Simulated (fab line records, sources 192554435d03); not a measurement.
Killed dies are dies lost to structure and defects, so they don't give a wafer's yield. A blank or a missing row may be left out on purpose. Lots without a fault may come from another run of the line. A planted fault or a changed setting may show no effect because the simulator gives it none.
Which tool did it? | flow n5_finfet | 24 lots, 72 wafers sampled, at 6 steps of a route of 1938

WHAT THE GAUGES READ, wafer by wafer
The record holds no reading of a measuring or inspecting step that can be judged against a usual standard deviation.

WHICH TOOL RAN EACH LOT (tool, then ch and the chambers of the sampled wafers, then the start)
lot  | N5_BEOL_M0_SAQP_DESCUM_45          | N5_BEOL_M0_CUTY_DESCUM_61          | N5_BEOL_M0_HM_OPEN_105            | N5_BEOL_M0_ANNEAL_135        | N5_BEOL_M0_SPUTTER_141       | N5_BEOL_M1_HM_DEP_02
L074 | rie_diel-05 ch 2,3, day 5 19:26    | rie_diel-03 ch 1,2,3, day 5 21:05  | rie_metal-01 ch 0,1, day 6 06:43  | pvd_sputter-01, day 6 09:01  | pvd_sputter-01, day 6 09:04  | pvd_sputter-03, day 6 10:57
L075 | rie_diel-04 ch 1,3, day 5 22:58    | rie_diel-03 ch 1,2,3, day 6 00:36  | rie_metal-02 ch 0, day 6 06:47    | pvd_sputter-03, day 6 10:31  | pvd_sputter-03, day 6 10:33  | pvd_sputter-02, day 6 14:19
L077 | rie_diel-02 ch 0,1,2, day 6 07:06  | rie_diel-03 ch 0,2,3, day 6 08:29  | rie_metal-01 ch 0,1, day 6 09:45  | pvd_sputter-02, day 6 13:59  | pvd_sputter-02, day 6 14:02  | pvd_sputter-02, day 6 15:35
L078 | rie_diel-02 ch 0,2,3, day 6 19:12  | rie_diel-06 ch 0,1,3, day 6 21:28  | rie_metal-02 ch 0, day 6 22:19    | pvd_sputter-02, day 7 00:17  | pvd_sputter-02, day 7 00:20  | pvd_sputter-02, day 7 02:15
L079 | rie_diel-02 ch 2,3, day 6 23:57    | rie_diel-06 ch 0,1,3, day 7 01:25  | rie_metal-02 ch 0, day 7 01:46    | pvd_sputter-01, day 7 06:17  | pvd_sputter-01, day 7 06:19  | pvd_sputter-02, day 7 08:35
L080 | rie_diel-02 ch 0,1,2, day 7 03:50  | rie_diel-06 ch 1,3, day 7 05:23    | rie_metal-01 ch 0,1, day 7 06:27  | pvd_sputter-02, day 7 09:01  | pvd_sputter-02, day 7 09:03  | pvd_sputter-03, day 7 11:40
L081 | rie_diel-02 ch 0,1, day 7 10:20    | rie_diel-01 ch 0,1,3, day 7 11:47  | rie_metal-02 ch 0, day 7 12:20    | pvd_sputter-02, day 7 15:47  | pvd_sputter-02, day 7 15:49  | pvd_sputter-01, day 7 17:48
L082 | rie_diel-04 ch 0,2, day 7 17:26    | rie_diel-06 ch 0,2, day 7 18:57    | rie_metal-01 ch 0,1, day 7 20:20  | pvd_sputter-03, day 8 00:25  | pvd_sputter-03, day 8 00:27  | pvd_sputter-01, day 8 02:18
L083 | rie_diel-05 ch 1,2, day 7 22:35    | rie_diel-06 ch 0,3, day 7 23:50    | rie_metal-01 ch 0,1, day 8 01:36  | pvd_sputter-01, day 8 03:36  | pvd_sputter-01, day 8 03:38  | pvd_sputter-02, day 8 05:17
L084 | rie_diel-02 ch 0,1, day 8 06:28    | rie_diel-06 ch 0,2,3, day 8 07:52  | rie_metal-02 ch 0,1, day 8 10:46  | pvd_sputter-02, day 8 12:41  | pvd_sputter-02, day 8 12:43  | pvd_sputter-03, day 8 14:13
L085 | rie_diel-05 ch 0,1, day 8 12:16    | rie_diel-03 ch 0,1, day 8 14:02    | rie_metal-03 ch 0,1, day 8 16:05  | pvd_sputter-01, day 8 19:27  | pvd_sputter-01, day 8 19:29  | pvd_sputter-02, day 8 20:55
L086 | rie_diel-02 ch 0,1,3, day 8 14:39  | rie_diel-03 ch 0,2,3, day 8 16:52  | rie_metal-02 ch 0,1, day 8 19:03  | pvd_sputter-03, day 8 22:01  | pvd_sputter-03, day 8 22:03  | pvd_sputter-03, day 8 23:25
L087 | rie_diel-04 ch 0,2, day 8 20:22    | rie_diel-01 ch 0,2,3, day 8 21:51  | rie_metal-03 ch 1, day 8 22:19    | pvd_sputter-03, day 9 00:51  | pvd_sputter-03, day 9 00:53  | pvd_sputter-03, day 9 04:05
L088 | rie_diel-05 ch 1,2,3, day 9 01:02  | rie_diel-03 ch 1,3, day 9 02:25    | rie_metal-01 ch 1, day 9 03:43    | pvd_sputter-01, day 9 06:17  | pvd_sputter-01, day 9 06:19  | pvd_sputter-03, day 9 09:27
L089 | rie_diel-04 ch 0,2,3, day 9 06:02  | rie_diel-03 ch 1,2, day 9 07:39    | rie_metal-01 ch 0,1, day 9 08:40  | pvd_sputter-03, day 9 11:26  | pvd_sputter-03, day 9 11:28  | pvd_sputter-01, day 9 14:03
L090 | rie_diel-02 ch 0,1,3, day 9 16:04  | rie_diel-01 ch 0,3, day 9 17:43    | rie_metal-01 ch 0,1, day 9 18:24  | pvd_sputter-01, day 9 22:02  | pvd_sputter-01, day 9 22:05  | pvd_sputter-03, day 10 00:05
L091 | rie_diel-05 ch 0,1,3, day 9 20:15  | rie_diel-06 ch 0,1,2, day 9 21:38  | rie_metal-02 ch 0,1, day 9 21:56  | pvd_sputter-03, day 10 01:26 | pvd_sputter-03, day 10 01:29 | pvd_sputter-02, day 10 04:06
L092 | rie_diel-05 ch 0,1,3, day 10 03:46 | rie_diel-03 ch 0,3, day 10 05:02   | rie_metal-03 ch 0,1, day 10 06:31 | pvd_sputter-01, day 10 08:38 | pvd_sputter-01, day 10 08:40 | pvd_sputter-01, day 10 11:15
L093 | rie_diel-02 ch 0,1,3, day 10 13:02 | rie_diel-01 ch 0,1,2, day 10 14:17 | rie_metal-03 ch 0,1, day 10 14:38 | pvd_sputter-03, day 10 17:10 | pvd_sputter-03, day 10 20:07 | pvd_sputter-01, day 10 21:47
L076 | rie_diel-02 ch 0,3, day 10 16:11   | rie_diel-01 ch 1,3, day 10 17:35   | rie_metal-01 ch 0,1, day 10 21:13 | pvd_sputter-02, day 11 01:05 | pvd_sputter-02, day 11 01:08 | pvd_sputter-01, day 11 04:05
L094 | rie_diel-04 ch 0,1, day 10 20:16   | rie_diel-03 ch 2,3, day 10 21:41   | rie_metal-01 ch 0,1, day 11 00:04 | pvd_sputter-03, day 11 05:17 | pvd_sputter-03, day 11 05:19 | pvd_sputter-03, day 11 08:10
L095 | rie_diel-05 ch 0,3, day 11 05:26   | rie_diel-06 ch 0,1,3, day 11 07:08 | rie_metal-02 ch 0,1, day 11 07:26 | pvd_sputter-02, day 11 11:33 | pvd_sputter-02, day 11 11:35 | pvd_sputter-03, day 11 16:33
L097 | rie_diel-04 ch 1,2, day 11 09:21   | rie_diel-06 ch 0,2,3, day 11 10:37 | rie_metal-02 ch 1, day 11 23:05   | pvd_sputter-02, day 12 01:06 | pvd_sputter-02, day 12 01:08 | pvd_sputter-02, day 12 05:55
L096 | rie_diel-02 ch 0,1,3, day 11 13:44 | rie_diel-01 ch 0,1,3, day 11 15:07 | rie_metal-03 ch 0,1, day 11 23:24 | pvd_sputter-01, day 12 01:10 | pvd_sputter-01, day 12 01:13 | pvd_sputter-03, day 12 05:58
- N5_BEOL_M0_SAQP_DESCUM_45: chemistry O2, time 7 s.
- N5_BEOL_M0_CUTY_DESCUM_61: chemistry O2, time 7.9 s.
- N5_BEOL_M0_HM_OPEN_105: chemistry Cl2/BCl3, target TiN, target depth 12 nm.
- N5_BEOL_M0_ANNEAL_135: time 60 s.
- N5_BEOL_M0_SPUTTER_141: material Cu, target thk 4 nm, time 7.37 s.
- N5_BEOL_M1_HM_DEP_02: deposits TiN, target thk 20 nm.

WHAT THE TOOLS THEMSELVES READ (means of the sampled wafers that have a number; where no wafer has one, the mark that the record gives instead)
N5_BEOL_M0_SAQP_DESCUM_45.
lot  | tool        | bias_power_w (W) | drypump_motor_current_A (A) | oes_product_au (a.u.) | rf_vpp_V (V) | showerhead_plenum_p_Torr (Torr) | throttle_valve_pct (%)
L074 | rie_diel-05 | 20.01            | 5.6                         | 0.77                  | 241.8        | 2.01                            | 20.56
L075 | rie_diel-04 | 20.02            | 5.3                         | 0.72                  | 243.3        | 2.11                            | 20.59
L077 | rie_diel-02 | 19.98            | 5.8                         | 0.82                  | 243.8        | 2.14                            | 20.54
L078 | rie_diel-02 | 19.98            | 5.6                         | 0.85                  | 244.0        | 2.18                            | 20.40
L079 | rie_diel-02 | 20.03            | 5.7                         | 0.89                  | 244.7        | 2.21                            | 20.29
L080 | rie_diel-02 | 19.95            | 5.8                         | 0.81                  | 243.9        | 2.14                            | 20.55
L081 | rie_diel-02 | 20.06            | 5.9                         | 0.85                  | 243.4        | 2.11                            | 20.59
L082 | rie_diel-04 | 20.02            | 5.1                         | 0.88                  | 244.0        | 2.16                            | 20.44
L083 | rie_diel-05 | 19.99            | 5.8                         | 0.77                  | 242.4        | 2.04                            | 20.61
L084 | rie_diel-02 | 20.01            | 5.7                         | 0.82                  | 242.9        | 2.11                            | 20.59
L085 | rie_diel-05 | 19.97            | 5.4                         | 0.72                  | 244.0        | 2.13                            | 20.82
L086 | rie_diel-02 | 20.05            | 5.8                         | 0.87                  | 243.9        | 2.15                            | 20.47
L087 | rie_diel-04 | 19.94            | 5.3                         | 0.79                  | 245.2        | 2.18                            | 20.43
L088 | rie_diel-05 | 19.99            | 5.8                         | 0.77                  | 242.7        | 2.03                            | 20.50
L089 | rie_diel-04 | 19.99            | 5.2                         | 0.77                  | 243.9        | 2.12                            | 20.52
L090 | rie_diel-02 | 20.00            | 5.8                         | 0.86                  | 244.2        | 2.14                            | 20.47
L091 | rie_diel-05 | 20.00            | 5.5                         | 0.84                  | 243.2        | 2.08                            | 20.51
L092 | rie_diel-05 | 19.94            | 5.5                         | 0.83                  | 243.8        | 2.08                            | 20.50
L093 | rie_diel-02 | 20.05            | 5.7                         | 0.85                  | 245.0        | 2.14                            | 20.49
L076 | rie_diel-02 | 20.00            | 5.6                         | 0.86                  | 244.1        | 2.18                            | 20.35
L094 | rie_diel-04 | 20.03            | 5.3                         | 0.72                  | 243.9        | 2.19                            | 20.48
L095 | rie_diel-05 | 20.03            | 5.3                         | 0.80                  | 241.8        | 2.04                            | 20.50
L097 | rie_diel-04 | 20.04            | 5.0                         | 0.78                  | 243.7        | 2.16                            | 20.56
L096 | rie_diel-02 | 19.98            | 5.8                         | 0.83                  | 243.7        | 2.14                            | 20.49

N5_BEOL_M0_CUTY_DESCUM_61.
lot  | tool        | bias_power_w (W) | drypump_motor_current_A (A) | oes_product_au (a.u.) | rf_vpp_V (V) | showerhead_plenum_p_Torr (Torr) | throttle_valve_pct (%)
L074 | rie_diel-03 | 20.00            | 5.7                         | 0.77                  | 242.5        | 2.12                            | 20.5
L075 | rie_diel-03 | 19.99            | 5.7                         | 0.77                  | 243.3        | 2.12                            | 20.5
L077 | rie_diel-03 | 19.97            | 5.6                         | 0.73                  | 243.7        | 2.13                            | 20.7
L078 | rie_diel-06 | 20.01            | 5.5                         | 0.77                  | 243.2        | 2.11                            | 20.6
L079 | rie_diel-06 | 20.03            | 5.5                         | 0.76                  | 243.8        | 2.11                            | 20.5
L080 | rie_diel-06 | 20.02            | 5.3                         | 0.71                  | 244.1        | 2.17                            | 20.9
L081 | rie_diel-01 | 19.96            | 5.6                         | 0.84                  | 243.9        | 2.14                            | 20.2
L082 | rie_diel-06 | 20.08            | 5.8                         | 0.82                  | 243.2        | 2.04                            | 20.1
L083 | rie_diel-06 | 20.06            | 5.6                         | 0.79                  | 243.0        | 2.07                            | 20.3
L084 | rie_diel-06 | 20.01            | 5.5                         | 0.78                  | 243.9        | 2.10                            | 20.4
L085 | rie_diel-03 | 19.95            | 5.5                         | 0.73                  | 242.9        | 2.14                            | 20.8
L086 | rie_diel-03 | 19.96            | 5.6                         | 0.72                  | 243.2        | 2.12                            | 20.7
L087 | rie_diel-01 | 19.99            | 5.6                         | 0.80                  | 243.8        | 2.14                            | 20.4
L088 | rie_diel-03 | 20.01            | 5.6                         | 0.76                  | 243.0        | 2.12                            | 20.5
L089 | rie_diel-03 | 19.97            | 5.9                         | 0.76                  | 243.0        | 2.12                            | 20.6
L090 | rie_diel-01 | 19.98            | 5.6                         | 0.85                  | 242.7        | 2.09                            | 20.0
L091 | rie_diel-06 | 20.06            | 5.7                         | 0.78                  | 241.9        | 2.07                            | 20.4
L092 | rie_diel-03 | 19.97            | 5.2                         | 0.80                  | 242.4        | 2.12                            | 20.6
L093 | rie_diel-01 | 20.02            | 5.6                         | 0.74                  | 244.0        | 2.18                            | 20.6
L076 | rie_diel-01 | 20.00            | 5.5                         | 0.78                  | 243.8        | 2.12                            | 20.4
L094 | rie_diel-03 | 20.01            | 5.8                         | 0.71                  | 243.0        | 2.09                            | 20.7
L095 | rie_diel-06 | 19.97            | 5.5                         | 0.73                  | 243.4        | 2.10                            | 20.6
L097 | rie_diel-06 | 19.99            | 5.5                         | 0.77                  | 243.3        | 2.09                            | 20.5
L096 | rie_diel-01 | 19.97            | 5.6                         | 0.80                  | 243.4        | 2.13                            | 20.2

N5_BEOL_M0_HM_OPEN_105.
lot  | tool         | drypump_motor_current_A (A) | oes_product_au (a.u.) | throttle_valve_pct (%)
L074 | rie_metal-01 | 5.7                         | 0.95                  | 22.20
L075 | rie_metal-02 | 5.4                         | 0.66                  | 21.98
L077 | rie_metal-01 | 5.8                         | 0.96                  | 22.19
L078 | rie_metal-02 | 5.4                         | 0.66                  | 21.97
L079 | rie_metal-02 | 5.4                         | 0.66                  | 21.97
L080 | rie_metal-01 | 5.4                         | 0.93                  | 22.21
L081 | rie_metal-02 | 5.4                         | 0.65                  | 21.98
L082 | rie_metal-01 | 5.8                         | 0.94                  | 22.21
L083 | rie_metal-01 | 5.4                         | 0.92                  | 22.23
L084 | rie_metal-02 | 5.5                         | 0.76                  | 22.02
L085 | rie_metal-03 | 5.6                         | 0.62                  | 22.03
L086 | rie_metal-02 | 5.5                         | 0.75                  | 22.03
L087 | rie_metal-03 | 5.3                         | 0.61                  | 21.93
L088 | rie_metal-01 | 5.1                         | 0.89                  | 22.22
L089 | rie_metal-01 | 5.4                         | 0.90                  | 22.22
L090 | rie_metal-01 | 5.4                         | 0.90                  | 22.22
L091 | rie_metal-02 | 5.6                         | 0.82                  | 22.09
L092 | rie_metal-03 | 5.8                         | 0.63                  | 22.14
L093 | rie_metal-03 | 5.8                         | 0.63                  | 22.16
L076 | rie_metal-01 | 5.8                         | 0.91                  | 22.22
L094 | rie_metal-01 | 5.4                         | 0.89                  | 22.22
L095 | rie_metal-02 | 5.5                         | 0.73                  | 22.04
L097 | rie_metal-02 | 5.7                         | 0.90                  | 22.12
L096 | rie_metal-03 | 5.8                         | 0.62                  | 22.14

N5_BEOL_M0_ANNEAL_135.
lot  | tool           | heater_power_w (W)
L074 | pvd_sputter-01 | 809
L075 | pvd_sputter-03 | 799
L077 | pvd_sputter-02 | 784
L078 | pvd_sputter-02 | 795
L079 | pvd_sputter-01 | 825
L080 | pvd_sputter-02 | 788
L081 | pvd_sputter-02 | 783
L082 | pvd_sputter-03 | 787
L083 | pvd_sputter-01 | 770
L084 | pvd_sputter-02 | 793
L085 | pvd_sputter-01 | 820
L086 | pvd_sputter-03 | 782
L087 | pvd_sputter-03 | 778
L088 | pvd_sputter-01 | 880
L089 | pvd_sputter-03 | 816
L090 | pvd_sputter-01 | 818
L091 | pvd_sputter-03 | 804
L092 | pvd_sputter-01 | 809
L093 | pvd_sputter-03 | 848
L076 | pvd_sputter-02 | 823
L094 | pvd_sputter-03 | 855
L095 | pvd_sputter-02 | 812
L097 | pvd_sputter-02 | 796
L096 | pvd_sputter-01 | 799

N5_BEOL_M0_SPUTTER_141.
lot  | tool           | throttle_valve_pct (%)
L074 | pvd_sputter-01 | 30.1
L075 | pvd_sputter-03 | 29.0
L077 | pvd_sputter-02 | 30.3
L078 | pvd_sputter-02 | 30.1
L079 | pvd_sputter-01 | 30.1
L080 | pvd_sputter-02 | 30.2
L081 | pvd_sputter-02 | 29.6
L082 | pvd_sputter-03 | 28.0
L083 | pvd_sputter-01 | 29.5
L084 | pvd_sputter-02 | 31.0
L085 | pvd_sputter-01 | 29.8
L086 | pvd_sputter-03 | 28.2
L087 | pvd_sputter-03 | 29.6
L088 | pvd_sputter-01 | 30.2
L089 | pvd_sputter-03 | 28.4
L090 | pvd_sputter-01 | 30.0
L091 | pvd_sputter-03 | 29.2
L092 | pvd_sputter-01 | 28.8
L093 | pvd_sputter-03 | 29.2
L076 | pvd_sputter-02 | 30.3
L094 | pvd_sputter-03 | 28.6
L095 | pvd_sputter-02 | 30.4
L097 | pvd_sputter-02 | 30.9
L096 | pvd_sputter-01 | 29.0

N5_BEOL_M1_HM_DEP_02.
lot  | tool           | throttle_valve_pct (%)
L074 | pvd_sputter-03 | 29.1
L075 | pvd_sputter-02 | 30.9
L077 | pvd_sputter-02 | 30.1
L078 | pvd_sputter-02 | 30.3
L079 | pvd_sputter-02 | 30.3
L080 | pvd_sputter-03 | 28.9
L081 | pvd_sputter-01 | 30.8
L082 | pvd_sputter-01 | 29.6
L083 | pvd_sputter-02 | 29.8
L084 | pvd_sputter-03 | 27.9
L085 | pvd_sputter-02 | 29.7
L086 | pvd_sputter-03 | 29.3
L087 | pvd_sputter-03 | 28.4
L088 | pvd_sputter-03 | 28.6
L089 | pvd_sputter-01 | 28.7
L090 | pvd_sputter-03 | 29.7
L091 | pvd_sputter-02 | 30.4
L092 | pvd_sputter-01 | 29.9
L093 | pvd_sputter-01 | 30.2
L076 | pvd_sputter-01 | 28.7
L094 | pvd_sputter-03 | 28.9
L095 | pvd_sputter-03 | 29.7
L097 | pvd_sputter-02 | 30.2
L096 | pvd_sputter-03 | 29.2

THE ANSWER, worked out from the rows above alone
Rule: what is usual is taken from the lots themselves. Put in order of their means at a reading, lots are off if they are a third of the lots or fewer, leave a main group of 4 or more, and stand apart from it by a gap of 3 or more times the standard deviation of the main group's means; of several such gaps the widest counts. A main group whose means are all the same, to the digits that the tables above print for the reading, isn't used. A lot without any number at a reading at which 4 lots or more have one is off too. The other lots that the step has rows for count as sound. The gauges are gone through in route order, then the tools' own readings, and for those a lot's mean is taken as printed above. The first step at which some lot is off is used, and at that step the reading that is off furthest; a lot without a number counts as furthest.
No lot is off at any reading shown: from this, nothing can be told.

WHAT THE SIMULATOR HAD PUT IN
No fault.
